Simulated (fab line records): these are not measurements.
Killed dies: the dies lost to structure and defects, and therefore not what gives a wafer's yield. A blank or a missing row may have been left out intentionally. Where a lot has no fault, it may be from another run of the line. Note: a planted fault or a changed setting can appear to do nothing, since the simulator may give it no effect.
Chamber matching	flow n5-finfet	uv-cure-01 running N5_BEOL_M11_CURE_71: 3 sister chambers
The step cures SiCOH lowk, time 240 s. 3 wafers are shown with their chamber, then 10 later ones without.

## EACH WAFER AND ITS CHAMBER
wafer	chamber	wafer_temp_C_max
L074.5	0	387.4
L077.6	1	386.0
L083.5	2	386.8

## WAFERS WHOSE CHAMBER IS MISSING
wafer	wafer_temp_C_max
L083.6	388.1
L093.2	386.7
L093.3	386.9
L093.6	387.8
L094.1	386.0
L094.2	385.8
L094.4	385.9
L094.3	385.8
L094.5	385.9
L094.6	385.8

## WHICH CHAMBER EACH WENT THROUGH
wafer	from the rows above	in truth
L083.6	0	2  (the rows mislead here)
L093.2	2	2
L093.3	can't be placed: 2 or 0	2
L093.6	0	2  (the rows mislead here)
L094.1	1	1
L094.2	1	1
L094.4	1	1
L094.3	1	1
L094.5	1	1
L094.6	1	1
Correctly placed: 7 of 10. Cannot be placed on the basis of these rows: 1; the candidates contain the true chamber in 1. Placed wrongly: 2.
How it was worked out, from the rows above alone: a wafer's distance from a chamber is the root of the sum, over the readings, of the square of ((its reading less the chamber's mean) divided by the reading's scatter). If the next closest chamber is less than 2 further off than the closest, the wafer can't be placed; otherwise it belongs to the closest. The mean given for a chamber averages the wafers shown for that chamber. The scatter: root of mean squared gap, hidden wafer to nearest shown wafer, with one shown wafer a chamber.
